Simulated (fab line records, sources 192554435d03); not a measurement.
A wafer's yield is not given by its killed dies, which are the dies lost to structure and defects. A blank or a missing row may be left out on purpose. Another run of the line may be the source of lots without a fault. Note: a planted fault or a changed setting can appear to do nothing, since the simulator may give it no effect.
The tool behind it: which one? + flow n5 finfet + 11 lots with 32 wafers sampled at 4 steps, on a route of 1938 steps

## WHAT THE GAUGES SHOWED, per wafer
N5_BEOL_M4_RC_MEAS_101. Usual: DIBL_N 36.3 mV/V, standard deviation 1.8; DIBL_P 36.5 mV/V, standard deviation 2.1; IOFF_N 0.16 nA/um, standard deviation 0.031; IOFF_P 0.22 nA/um, standard deviation 0.038; ION_N 677 uA/um, standard deviation 12; ION_P 466 uA/um, standard deviation 7.8; REXT_N 75.5 ohm.um, standard deviation 1.5; SS_N 71.5 mV/dec, standard deviation 0.61; SS_P 73.2 mV/dec, standard deviation 0.7; VT_N 249 mV, standard deviation 3; VT_P -248.9 mV, standard deviation 3.
| lot  | measured     | on        | DIBL_N (mV/V)  | DIBL_P (mV/V)  | IOFF_N (nA/um) | IOFF_P (nA/um) | ION_N (uA/um) | ION_P (uA/um) | REXT_N (ohm.um) | SS_N (mV/dec)  | SS_P (mV/dec)  | VT_N (mV)   | VT_P (mV)            | flag |
|------|--------------|-----------|----------------|----------------|----------------|----------------|---------------|---------------|-----------------|----------------|----------------|-------------|----------------------|------|
| L899 | day 8 19:02  | prober-02 | 34.6 36.4 34.8 | 35.1 37.0 34.2 | 0.14 0.17 0.13 | 0.22 0.24 0.21 | 676 682 662   | 472 474 464   | 76.6 76.5 76.0  | 71.2 70.5 71.4 | 73.5 73.3 72.3 | 251 246 252 | -245.7 -246.0 -249.5 |      |
| L900 | day 8 17:48  | prober-02 | 32.9 38.3 37.4 | 32.6 39.2 38.4 | 0.10 0.17 0.18 | 0.14 0.22 0.21 | 663 668 686   | 462 453 469   | 74.7 74.1 74.3  | 70.6 72.1 71.9 | 72.1 73.9 72.8 | 254 249 249 | -253.9 -248.2 -249.4 |      |
| L901 | day 9 08:14  | prober-02 | 38.2 36.2 39.2 | 38.6 36.3 38.9 | 0.20 0.17 0.22 | 0.24 0.20 0.27 | 693 688 691   | 464 462 466   | 74.4 74.5 74.8  | 72.0 71.4 72.4 | 73.6 72.0 73.8 | 247 250 244 | -246.9 -250.2 -246.2 |      |
| L903 | day 9 15:04  | prober-02 | 38.6 36.0 37.0 | 37.6 36.0 36.9 | 0.19 0.16 0.17 | 0.25 0.23 0.23 | 681 691 694   | 468 473 472   | 76.8 77.1 76.6  | 71.4 71.2 70.9 | 74.4 73.8 73.6 | 248 247 248 | -248.4 -246.6 -249.9 |      |
| L904 | day 10 15:43 | prober-01 | 38.0 38.9 37.6 | 38.8 39.3 37.4 | 0.20 0.21 0.17 | 0.24 0.25 0.22 | 697 705 679   | 470 468 458   | 75.3 74.6 74.7  | 72.1 71.5 71.4 | 74.1 74.0 74.1 | 246 246 249 | -249.7 -250.0 -252.2 |      |
| L907 | day 10 10:07 | prober-02 | 36.3 34.8 38.2 | 36.3 34.0 39.1 | 0.14 0.12 0.18 | 0.18 0.15 0.22 | 665 664 693   | 455 455 465   | 73.7 74.4 75.6  | 71.3 71.0 70.9 | 73.1 72.9 74.1 | 252 256 249 | -255.5 -258.4 -252.0 |      |
| L908 | day 10 18:19 | prober-02 | 34.3 34.2 34.7 | 34.6 35.0 35.8 | 0.14 0.15 0.14 | 0.21 0.21 0.21 | 661 677 662   | 460 472 460   | 77.4 78.2 77.6  | 71.6 71.1 72.2 | 73.9 73.3 73.0 | 251 250 252 | -247.7 -246.4 -247.3 |      |
| L909 | day 10 20:47 | prober-01 | 39.5 37.6 40.1 | 38.0 36.5 38.6 | 0.17 0.16 0.18 | 0.22 0.22 0.23 | 673 673 686   | 458 468 466   | 74.1 74.5 75.1  | 72.5 71.8 72.8 | 74.0 72.9 74.0 | 249 250 250 | -249.8 -250.6 -247.5 |      |
| L910 | day 11 08:43 | prober-02 | 35.6 35.2 36.9 | 34.6 34.5 36.5 | 0.15 0.15 0.18 | 0.21 0.21 0.25 | 664 675 675   | 460 466 463   | 73.4 73.1 74.1  | 70.8 70.6 71.5 | 72.6 73.3 73.8 | 251 250 248 | -247.7 -248.2 -245.0 |      |
| L911 | day 11 09:18 | prober-01 | 33.3 34.4 35.5 | 38.5 33.2 34.8 | 0.10 0.11 0.13 | 0.26 0.18 0.20 | 641 655 670   | 468 456 465   | 92.9 78.9 78.8  | 70.9 70.1 70.9 | 73.0 71.7 72.9 | 256 257 253 | -246.4 -253.3 -249.0 | OFF  |
| L915 | day 12 03:38 | prober-01 | 35.6 33.4      | 34.4 37.3      | 0.13 0.11      | 0.20 0.24      | 664 645       | 459 462       | 77.0 87.8       | 71.0 70.2      | 72.4 73.0      | 253 256     | -252.6 -247.0        | OFF  |

## EACH LOT AND THE TOOL THAT RAN IT (in order: tool; ch and the chambers of the sampled wafers; start)
| lot  | N5_SD_EPI_N_VAPOR_ETCH_50      | N5_BEOL_M4_ANNEAL_89         | N5_BEOL_M4_ANNEAL_51             |
|------|--------------------------------|------------------------------|----------------------------------|
| L899 | epi rpcvd-03 ch 0, day 3 04:07 | pvd sputter-03, day 8 16:06  | rtp anneal-01 ch 0, day 8 17:08  |
| L900 | epi rpcvd-02 ch 0, day 3 07:46 | pvd sputter-01, day 8 15:32  | rtp anneal-01 ch 0, day 8 16:34  |
| L901 | epi rpcvd-03 ch 0, day 3 14:06 | pvd sputter-02, day 9 06:20  | rtp anneal-02 ch 0, day 9 07:20  |
| L903 | epi rpcvd-03 ch 0, day 4 02:21 | pvd sputter-02, day 9 12:44  | rtp anneal-02 ch 0, day 9 13:44  |
| L904 | epi rpcvd-01 ch 0, day 4 10:30 | pvd sputter-03, day 10 13:23 | rtp anneal-01 ch 0, day 10 14:41 |
| L907 | epi rpcvd-02 ch 0, day 5 02:37 | pvd sputter-01, day 10 08:06 | rtp anneal-01 ch 0, day 10 09:12 |
| L908 | epi rpcvd-02 ch 0, day 5 11:14 | pvd sputter-02, day 10 15:31 | rtp anneal-02 ch 0, day 10 17:25 |
| L909 | epi rpcvd-01 ch 0, day 5 16:28 | pvd sputter-03, day 10 18:05 | rtp anneal-01 ch 0, day 10 19:05 |
| L910 | epi rpcvd-01 ch 0, day 5 23:11 | pvd sputter-02, day 11 06:49 | rtp anneal-02 ch 0, day 11 07:49 |
| L911 | epi rpcvd-01 ch 0, day 6 05:49 | pvd sputter-03, day 11 07:03 | rtp anneal-02 ch 0, day 11 08:10 |
| L915 | epi rpcvd-01 ch 0, day 7 03:30 | pvd sputter-03, day 12 01:01 | rtp anneal-01 ch 0, day 12 02:16 |
- N5_SD_EPI_N_VAPOR_ETCH_50: etches Si in HCl, time 54 s.
- N5_BEOL_M4_ANNEAL_89: time 240 s.
- N5_BEOL_M4_ANNEAL_51: time 90 s.

## AS READ BY THE TOOLS THEMSELVES (means over the sampled wafers that have a number; for cases with no such wafer, the mark the record gives instead)
N5_SD_EPI_N_VAPOR_ETCH_50. Usual: 12.0 % for throttle valve pct, sd 0.44.
| lot  | tool         | throttle valve pct (%) | flag |
|------|--------------|------------------------|------|
| L899 | epi rpcvd-03 | 12.2                   |      |
| L900 | epi rpcvd-02 | 12.3                   |      |
| L901 | epi rpcvd-03 | 12.2                   |      |
| L903 | epi rpcvd-03 | 12.2                   |      |
| L904 | epi rpcvd-01 | 11.4                   |      |
| L907 | epi rpcvd-02 | 12.2                   |      |
| L908 | epi rpcvd-02 | 12.3                   |      |
| L909 | epi rpcvd-01 | 11.2                   |      |
| L910 | epi rpcvd-01 | 11.4                   |      |
| L911 | epi rpcvd-01 | 11.4                   |      |
| L915 | epi rpcvd-01 | 11.2                   |      |

N5_BEOL_M4_ANNEAL_89. Usual: 816 W for heater power w, sd 82.
| lot  | tool           | heater power w (W) | flag |
|------|----------------|--------------------|------|
| L899 | pvd sputter-03 | 797                |      |
| L900 | pvd sputter-01 | 850                |      |
| L901 | pvd sputter-02 | 785                |      |
| L903 | pvd sputter-02 | 775                |      |
| L904 | pvd sputter-03 | 766                |      |
| L907 | pvd sputter-01 | 837                |      |
| L908 | pvd sputter-02 | 764                |      |
| L909 | pvd sputter-03 | 784                |      |
| L910 | pvd sputter-02 | 805                |      |
| L911 | pvd sputter-03 | 782                |      |
| L915 | pvd sputter-03 | 889                |      |

N5_BEOL_M4_ANNEAL_51. Usual: 226.1 for wafer_temp_C_max, sd 0.33.
| lot  | tool          | wafer_temp_C_max | flag |
|------|---------------|------------------|------|
| L899 | rtp anneal-01 | 226.3            |      |
| L900 | rtp anneal-01 | 226.6            |      |
| L901 | rtp anneal-02 | 225.8            |      |
| L903 | rtp anneal-02 | 226.0            |      |
| L904 | rtp anneal-01 | 226.3            |      |
| L907 | rtp anneal-01 | 226.5            |      |
| L908 | rtp anneal-02 | 225.9            |      |
| L909 | rtp anneal-01 | 226.2            |      |
| L910 | rtp anneal-02 | 225.8            |      |
| L911 | rtp anneal-02 | 225.8            |      |
| L915 | rtp anneal-01 | 226.7            |      |

## THE ANSWER, worked out from the rows above alone
Rule: take the mean of a lot's wafers that have a number; if it is more than 3 standard deviations from the usual mean, the lot is off. Also off: a lot with no number at a reading for which 4 or more lots have one. All remaining lots with rows at the step are treated as sound. Order of review: gauges by route order, followed by the tools' own readings, for which a lot's mean as printed above is used. The first step at which some lot is off is used, and at that step the reading that is off furthest; a lot without a number counts as furthest.
Off: at N5_BEOL_M4_RC_MEAS_101 (REXT_N), L911, L915.
If a tool, at a process step before that reading, ran all the lots that are off and no sound lot after the first of them, it fits. Those tools and the gauges at N5_BEOL_M4_RC_MEAS_101 are tried in the same way. Can't be told from this: 3 tools fit, epi rpcvd-01 at N5_SD_EPI_N_VAPOR_ETCH_50, pvd sputter-03 at N5_BEOL_M4_ANNEAL_89, prober-01 at N5_BEOL_M4_RC_MEAS_101.

## WHAT THE SIMULATOR HAD INSERTED
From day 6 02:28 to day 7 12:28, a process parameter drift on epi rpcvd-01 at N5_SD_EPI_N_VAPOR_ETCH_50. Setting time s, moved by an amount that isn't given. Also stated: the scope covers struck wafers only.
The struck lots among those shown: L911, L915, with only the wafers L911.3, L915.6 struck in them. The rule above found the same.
